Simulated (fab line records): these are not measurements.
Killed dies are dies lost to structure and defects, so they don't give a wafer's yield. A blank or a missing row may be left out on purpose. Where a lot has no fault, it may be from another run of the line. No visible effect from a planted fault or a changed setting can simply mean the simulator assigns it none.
Struck lot and sound lot, side by side || flow nand_harc || 39 out of 1302 route steps
Sound: wafers L893.1, L893.5, L893.6. Struck: wafers L887.1, L887.5 (left out: L887.6, a lot-mate that was not struck); the cause follows at the end.
For every step that has rows: the tool of each side, followed by ch and its chambers, followed by its first start. Under that, the readings that differ: sound wafers || struck wafers || difference of the means || sigmas: that difference in standard deviations of wafers without a fault.
alike: readings with means less than 2 such deviations apart, plus words and numbers identical on both sides. not compared: withheld readings, readings lacking a value on some wafer, bounds such as >300 that could conceal the same value, and numbers that have no deviation in the record and whose values overlap.
A row with sigmas, a row that says differs or no value, or rows on one side alone: a step with any of these is where the two part. When numbers do not overlap yet have no deviation, they are printed without sigmas and do not part them. Lack of a reading on every wafer of one side parts them only where that side has two or more wafers.

first, 10 steps without rows for these wafers: NHARC_A_CHANNEL_HOLE_D1_DEP_00 (deposits aC, target thk 3100 nm); NHARC_A_CHANNEL_HOLE_D1_DEP_01 (deposits SiON, target thk 140 nm); NHARC_A_CHANNEL_HOLE_D1_DEHYDRATE_02 (time 120 s); NHARC_A_CHANNEL_HOLE_D1_HMDS_03 (time 30 s); NHARC_A_CHANNEL_HOLE_D1_COAT_36 (time 75 s); NHARC_A_CHANNEL_HOLE_D1_COAT_37 (time 65 s); NHARC_A_CHANNEL_HOLE_D1_COAT_04 (resist thk 90 nm); NHARC_A_CHANNEL_HOLE_D1_SOFTBAKE_05 (time 55 s); NHARC_A_CHANNEL_HOLE_D1_EBR_06; NHARC_A_CHANNEL_HOLE_D1_EXPOSE_07 (exposes mask HOLE D1, target cd 100 nm).
NHARC_A_CHANNEL_HOLE_D1_PEB_08: peb time 65 s.
  sound on litho_track-06 ch 0, day 12 11:31; struck on litho_track-01 ch 0, day 9 19:41
{"reading": "heater_power_total_W (W)", "sound": "156.3 156.0 156.5", "struck": "193.5 192.0", "difference": "+36.5", "sigmas": "+87"}
  alike: resist_line_temp_C
then, 1 step without rows for these wafers: NHARC_A_CHANNEL_HOLE_D1_DEVELOP_09 (develop time 35 s).
NHARC_A_CHANNEL_HOLE_D1_CD_MEAS_10: the cd target is 100 nm.
  sound on cd_sem-03 ch 0, day 12 11:35; struck on cd_sem-01 ch 0
{"reading": "cd_nm (nm)", "sound": "99.7 99.5 99.4", "struck": "88.3 88.5", "difference": -11.1, "sigmas": -25}
  not compared: hold
NHARC_A_CHANNEL_HOLE_D1_OVL_MEAS_11:
  sound on overlay-02 at day 12 11:41; struck on overlay-02 at day 9 21:49
{"reading": "hold", "sound": "- - -", "struck": "await_dispo/1.8h/release await_dispo/1.8h/release", "difference": "no value on the sound wafers", "sigmas": ""}
  alike: overlay_x_nm, overlay_y_nm
NHARC_A_CHANNEL_HOLE_D1_DESCUM_15: chemistry O2, time 3 s.
  sound on rie_diel-11 ch 0,2,3, day 12 11:50; struck on rie_diel-10 ch 2, day 9 21:55
{"reading": "showerhead_plenum_p_Torr (Torr)", "sound": "1.85 1.83 1.88", "struck": "2.02 2.03", "difference": "+0.17", "sigmas": "+2"}
{"reading": "model.A_CHANNEL_HOLE_D1.cd_nm (nm)", "sound": "98.83 99.84 99.07", "struck": "87.99 87.86", "difference": -11.32, "sigmas": ""}
  alike: drypump_motor_current_A, mfc_ar_sccm, oes_product_au, rf_vpp_V, throttle_valve_pct
  not compared: rf_hours_counter_h
then, 4 steps without rows for these wafers: NHARC_A_CHANNEL_HOLE_D1_ETCH_38 (etches the open film in CF4, target depth 39 nm, time 65 s); NHARC_A_CHANNEL_HOLE_D1_ETCH_39 (etches the open film in N2/H2, target depth 260 nm, time 325 s); NHARC_A_CHANNEL_HOLE_D1_ETCH_34 (etches the open film in CF4/CHF3, target depth 154 nm, time 77 s); NHARC_A_CHANNEL_HOLE_D1_ETCH_16 (etches the open film in O2/COS, target depth 3100 nm, time 806 s).
NHARC_A_CHANNEL_HOLE_D1_CD_MEAS_18:
  sound on cd_sem-01 at day 12 13:01; struck on cd_sem-02 at day 9 23:12
{"reading": "cd_nm (nm)", "sound": "98.5 98.8 96.6", "struck": "87.5 87.2", "difference": -10.6, "sigmas": -5}
  not compared: hold
NHARC_A_CHANNEL_HOLE_D1_ETCH_19: etches the open film in C4F8/O2/Ar, time 34.5 s.
  sound on har_etch-02 ch 0,1, day 12 16:20; struck on har_etch-02 ch 1, day 10 04:13
{"reading": "hold", "sound": "- - -", "struck": "await_dispo/4.6h/release await_dispo/4.6h/release", "difference": "no value on the sound wafers", "sigmas": ""}
  alike: bias_v, c4f8_flow_sccm, drypump_motor_current_A, mfc_ar_sccm, oes_air_line_au, showerhead_plenum_p_Torr, throttle_valve_pct
  not compared: rf_hours_counter_h
then, 11 steps without rows for these wafers: NHARC_A_CHANNEL_HOLE_D1_ETCH_20 (etches the open film in C4F8/O2/Ar, time 361.9 s, target depth 1600 nm); NHARC_A_CHANNEL_HOLE_D1_ETCH_21 (etches the open film in C4F8/O2/Ar, time 514.3 s, target depth 1600 nm); NHARC_A_CHANNEL_HOLE_D1_ETCH_22 (etches the open film in C4F8/O2/Ar, time 666.7 s, target depth 1600 nm); NHARC_A_CHANNEL_HOLE_D1_ETCH_23 (etches the open film in C4F8/O2/Ar, time 819 s, target depth 1600 nm); NHARC_A_CHANNEL_HOLE_D1_ETCH_24 (etches the open film in C4F8/O2/Ar, time 906.2 s, target depth 1500 nm); NHARC_A_CHANNEL_HOLE_D1_ETCH_25 (etches the open film in C4F8/O2/Ar, time 1040.2 s, target depth 1500 nm); NHARC_A_CHANNEL_HOLE_D1_ETCH_26 (etches the open film in C4F8/O2/Ar, time 224.1 s, target depth 300 nm); NHARC_A_CHANNEL_HOLE_D1_ETCH_33 (etches the open film in C4F8/O2/Ar, time 90 s, target depth 400 nm); NHARC_A_CHANNEL_HOLE_D1_STRIP_41 (strips in N2/H2); NHARC_A_CHANNEL_HOLE_D1_STRIP_42 (strips in CF4/CHF3); NHARC_A_CHANNEL_HOLE_D1_STRIP_43 (strips in O2/COS).
NHARC_A_CHANNEL_HOLE_D1_ETCH_44: etches the open film in CF4/O2, target depth 140 nm, overetch 14 nm, time 77 s.
  sound on rie_diel-10 ch 1,2, day 12 21:04; struck on rie_diel-10 ch 0, day 10 14:34
{"reading": "model.A_CHANNEL_HOLE_D1.cd_nm (nm)", "sound": "89 90.79 89.21", "struck": "77.53 78.09", "difference": -11.86, "sigmas": ""}
  alike: drypump_motor_current_A, mfc_ar_sccm, oes_ar_750_au, oes_product_au, rf_vpp_V, showerhead_plenum_p_Torr, throttle_valve_pct
  not compared: rf_hours_counter_h
then, 3 steps without rows for these wafers: NHARC_A_CHANNEL_HOLE_D1_STRIP_27 (strips in O2); NHARC_A_CHANNEL_HOLE_D1_PRECLEAN_28 (cleans in SC1); NHARC_A_CHANNEL_HOLE_D1_SRD_29.
NHARC_A_CHANNEL_HOLE_D1_CD_MEAS_30:
  sound on cd_sem-01 at day 12 21:51; struck on cd_sem-02 at day 10 15:33
{"reading": "cd_nm (nm)", "sound": "89.2 90.1 88.8", "struck": "78.4 78.4", "difference": -11.0, "sigmas": -9}
  not compared: hold
NHARC_A_CHANNEL_HOLE_D1_XSEM_31:
  sound on xsem-01 ch 0, day 12 21:56; struck on xsem-01 ch 0, day 10 16:26
{"reading": "hold", "sound": "- - -", "struck": "await_dispo/0.8h/release await_dispo/0.8h/release", "difference": "no value on the sound wafers", "sigmas": ""}
{"reading": "bot_cd_nm (nm)", "sound": "73.3 74.7 73.2", "struck": "62.8 63.1", "difference": -10.8, "sigmas": -8}
{"reading": "bow_nm (nm)", "sound": "9.03 9.06 8.91", "struck": "8.33 8.31", "difference": -0.68, "sigmas": -3}
  alike: tilt_deg
-- break in the record here, with 15 days between the starts of the struck wafers on either side (left off in module A_CHANNEL_HOLE_D1, picked up again in module END, where the first step shown is number 1301 on the route) --
NHARC_END_WLT_00:
  sound on prober-01 at day 28 11:37; struck on prober-01 at day 25 13:28
{"reading": "VT_DECK1_BOTTOM", "sound": "0.876 0.882 0.871", "struck": "0.835 0.828", "difference": -0.045, "sigmas": -7}
{"reading": "VT_DECK1_BOTTOM_INNER", "sound": "0.875 0.875 0.875", "struck": "0.833 0.828", "difference": -0.044, "sigmas": -7}
{"reading": "VT_DECK1_MEDIAN_NEAR_BOTTOM", "sound": "0.876 0.885 0.877", "struck": "0.836 0.831", "difference": -0.046, "sigmas": -7}
{"reading": "VT_DECK1_MEDIAN_NEAR_BOTTOM_INNER", "sound": "0.880 0.879 0.880", "struck": "0.831 0.826", "difference": -0.051, "sigmas": -7}
{"reading": "VT_DECK1_MIDDLE", "sound": "0.890 0.889 0.885", "struck": "0.857 0.849", "difference": -0.035, "sigmas": -6}
{"reading": "VT_DECK1_MIDDLE_INNER", "sound": "0.895 0.892 0.889", "struck": "0.843 0.849", "difference": -0.046, "sigmas": -8}
{"reading": "VT_DECK1_TOP", "sound": "0.899 0.897 0.903", "struck": "0.862 0.867", "difference": -0.035, "sigmas": -6}
{"reading": "VT_DECK1_TOP_INNER", "sound": "0.899 0.900 0.910", "struck": "0.867 0.859", "difference": -0.040, "sigmas": -7}
  alike: VT_DECK2_BOTTOM, VT_DECK2_BOTTOM_INNER, VT_DECK2_MEDIAN_NEAR_BOTTOM, VT_DECK2_MEDIAN_NEAR_BOTTOM_INNER, VT_DECK2_MIDDLE, VT_DECK2_MIDDLE_INNER, VT_DECK2_TOP, VT_DECK2_TOP_INNER

== WHERE THEY PART ==
First at NHARC_A_CHANNEL_HOLE_D1_PEB_08; last, within this record, at NHARC_END_WLT_00.

WHY: the cause the simulator had injected
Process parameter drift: litho_track-01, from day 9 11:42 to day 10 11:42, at NHARC_A_CHANNEL_HOLE_D1_PEB_08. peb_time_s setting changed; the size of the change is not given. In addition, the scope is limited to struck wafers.
